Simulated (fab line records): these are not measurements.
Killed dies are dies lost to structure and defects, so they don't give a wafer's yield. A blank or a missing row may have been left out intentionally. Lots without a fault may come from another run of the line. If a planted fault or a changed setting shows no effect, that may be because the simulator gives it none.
The same fault as seen by 2 desks + flow n5Finfet + every desk sees just its own numbers, and what lay behind them comes last

== THE METROLOGY DESK ==
Means of the sampled wafers that have a number, per lot and without regard to the tool the lot ran on: this is what the gauges read. Any lot whose mean is over 4 standard deviations away from the usual mean is out of limits and marked OUT; that distance is given in the brackets. Of its 10 readings 7 are shown: those that lie furthest out on some lot.
Columns: A = DIBL_N at N5_BEOL_M4_RC_MEAS_101, usual 35.7 mV/V; B = DIBL_P at N5_BEOL_M4_RC_MEAS_101, usual 35.4 mV/V; C = IOFF_N at N5_BEOL_M4_RC_MEAS_101, usual 0.152 nA/um; D = ION_N at N5_BEOL_M4_RC_MEAS_101, usual 672 uA/um; E = SS_N at N5_BEOL_M4_RC_MEAS_101, usual 71.4 mV/dec; F = VT_N at N5_BEOL_M4_RC_MEAS_101, usual 251 mV; G = VT_P at N5_BEOL_M4_RC_MEAS_101, usual -251 mV
| lot  | first seen here | A    | B    | C     | D   | E    | F   | G    |
|------|-----------------|------|------|-------|-----|------|-----|------|
| L793 | day 8 23:05     | 36.2 | 37.2 | 0.178 | 683 | 71.4 | 250 | -254 |
| L808 | day 12 11:35    | 36.1 | 35.6 | 0.157 | 681 | 71.4 | 250 | -250 |
| L807 | day 12 16:58    | 36.4 | 35.9 | 0.156 | 677 | 71.4 | 250 | -247 |
| L812 | day 14 06:38    | 32.8 | 31.6 | 0.101 | 660 | 70.5 | 257 | -252 |
This desk's finding: nothing out of limits on any of the 4 lots.

== DESK OF THE TOOL OWNER: lithoTrack-04 ==
The tool's own readings at N5_BEOL_M2_COAT_76 (time 60 s, resist thk 5 nm): means of the sampled wafers that have a number, for each lot that ran on this tool. Any lot whose mean is over 4 standard deviations away from the usual mean is out of limits and marked OUT; that distance is given in the brackets.
Columns: A = spinSpeedRpm at N5_BEOL_M2_COAT_76, usual 1500.0 rpm
| lot  | first seen here | A                |
|------|-----------------|------------------|
| L793 | day 7 17:38     | 1499.2           |
| L807 | day 11 04:54    | 1566.2 (+68) OUT |
| L808 | day 11 07:46    | 1567.0 (+68) OUT |
This desk's verdict: out of limits on L807, L808, starting with L807 at day 11 04:54 (spinSpeedRpm at N5_BEOL_M2_COAT_76). Within limits: L793.

== TAKEN TOGETHER ==
On L807, L808, at day 11 04:54, an alarm was possible from the tool owner's desk.
The metrology desk saw nothing out of limits.
The metrology desk holds a record of L807, L808, inside its limits.
N5_BEOL_M2_COAT_76 was run on lithoTrack-04 by each of the lots named.

== WHAT THE SIMULATOR HAD INSERTED ==
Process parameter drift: lithoTrack-04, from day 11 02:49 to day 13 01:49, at N5_BEOL_M2_COAT_76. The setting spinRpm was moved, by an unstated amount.
Shown lots that were struck: L807, L808.
Each desk's first reading out of limits, in hours after the fault started: the tool owner's desk, 2.
